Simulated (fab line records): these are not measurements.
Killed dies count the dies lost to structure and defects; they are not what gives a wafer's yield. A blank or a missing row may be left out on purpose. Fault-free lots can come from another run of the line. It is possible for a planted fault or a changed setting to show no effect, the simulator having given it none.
Split-lot trial + flow n5-finfet + 21 wafers read across 7 lots, on a route 1938 steps long

## SPLIT DETAILS
At N5_BEOL_M1_ETCH_77 (etches underlayer in N2/H2, target depth 6.5 nm, time 5.2 s), the setting source-w was moved away from the recipe's 840 W on 8 of the 21 wafers read, by -10.4% to -4.8%. This setting was run at the recipe's value on the other wafers.

The split's own step is where the reading is taken.

## THE READING
rf-vpp-V, in V, at N5_BEOL_M1_ETCH_77 (etches underlayer in N2/H2, target depth 6.5 nm, time 5.2 s). On this fab line, fault-free wafers typically give 523.5 V with a standard deviation of 2.8 V.

| wafer  | tool, chamber at the split | source-w as run, W | against the recipe | rf-vpp-V, V | against lot-mates on the recipe |
|--------|----------------------------|--------------------|--------------------|-------------|---------------------------------|
| L074.1 | rie-diel-01, 2             | 840                | recipe             | 524.0       | -                               |
| L074.2 | rie-diel-01, 1             | 792                | -5.7%              | 534.7       | +10.7                           |
| L074.4 | rie-diel-01, 0             | 792                | -5.7%              | 534.6       | +10.6                           |
| L081.3 | rie-diel-06, 0             | 840                | recipe             | 525.4       | -                               |
| L081.4 | rie-diel-06, 3             | 840                | recipe             | 519.4       | -                               |
| L081.6 | rie-diel-06, 2             | 840                | recipe             | 525.9       | -                               |
| L083.1 | rie-diel-03, 1             | 840                | recipe             | 518.9       | -                               |
| L083.5 | rie-diel-03, 1             | 799.7              | -4.8%              | 528.3       | +6.3                            |
| L083.6 | rie-diel-03, 0             | 840                | recipe             | 525.1       | -                               |
| L091.3 | rie-diel-03, 1             | 840                | recipe             | 517.1       | -                               |
| L091.4 | rie-diel-03, 3             | 769.8              | -8.4%              | 540.1       | +23.0                           |
| L091.5 | rie-diel-03, 2             | 769.8              | -8.4%              | 537.9       | +20.8                           |
| L092.1 | rie-diel-01, 3             | 752.7              | -10.4%             | 541.3       | +19.6                           |
| L092.3 | rie-diel-01, 2             | 840                | recipe             | 521.7       | -                               |
| L092.4 | rie-diel-01, 1             | 752.7              | -10.4%             | 545.9       | +24.2                           |
| L095.1 | rie-diel-01, 3             | 840                | recipe             | 521.2       | -                               |
| L095.3 | rie-diel-01, 2             | 840                | recipe             | 524.3       | -                               |
| L095.5 | rie-diel-01, 2             | 772.7              | -8.0%              | 536.3       | +13.5                           |
| L097.1 | rie-diel-01, 1             | 840                | recipe             | 526.9       | -                               |
| L097.2 | rie-diel-01, 0             | 840                | recipe             | 524.1       | -                               |
| L097.3 | rie-diel-01, 2             | 840                | recipe             | 523.4       | -                               |

FIT RESULTS
A straight line over all 21 wafers: rf-vpp-V changes by -1.92 V for each +1% of source-w; r = -0.95; the points scatter about the line by 2.7 V.
The same after taking each lot's own level away (the mean of its wafers on the recipe; 21 wafers): -2.15 V for each +1%; r = -0.96; scatter 2.7 V.
That fit puts the effect of the largest move of source-w on the reading at 22 V.
Measured against the standard deviation above, the lots' own levels, which go from 517.10 to 524.80 V, span 2.8 times it.
So the slope is not independent of the lot-to-lot level: the two fits are not the same.
Check: with one of the wafers moved furthest among these (-10.4%) left out of the fit, the line predicts +22.9 V for it against its lot-mates. Against them it came out at +19.6 V.
Tool readings at the split's step, against how far the setting was moved: etch-rf-on-time-s r = -0.93; rf-vpp-V r = -0.95.

## ADDITIONAL SPLITS CARRIED BY THESE WAFERS
These wafers also went through other splits before the reading. Each is held against what the fit with the lots' levels taken away leaves over:
| other split on the same wafers | wafers away from the commonest value | r with rf-vpp-V (lot level and that fit taken away) |
|--------------------------------|--------------------------------------|-----------------------------------------------------|
| N5_BEOL_M1_COAT_62 spin-rpm    | 10                                   | +0.27                                               |

## THE WHOLE CHAIN: every reading that the file lists as answering this split, in the file's order
| step               | what it does                                                | reading           | change (the file's fit)              | r (the file's) |
|--------------------|-------------------------------------------------------------|-------------------|--------------------------------------|----------------|
| N5_BEOL_M1_ETCH_77 | etches underlayer in N2/H2, target depth 6.5 nm, time 5.2 s | etch-rf-on-time-s | withheld for each +1% of the setting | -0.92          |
| N5_BEOL_M1_ETCH_77 | etches underlayer in N2/H2, target depth 6.5 nm, time 5.2 s | rf-vpp-V          | -2.05 V for each +1% of the setting  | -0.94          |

## FILE'S OWN FIT
rf-vpp-V changes by -2.05 V for each +1% of source-w, r = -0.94.
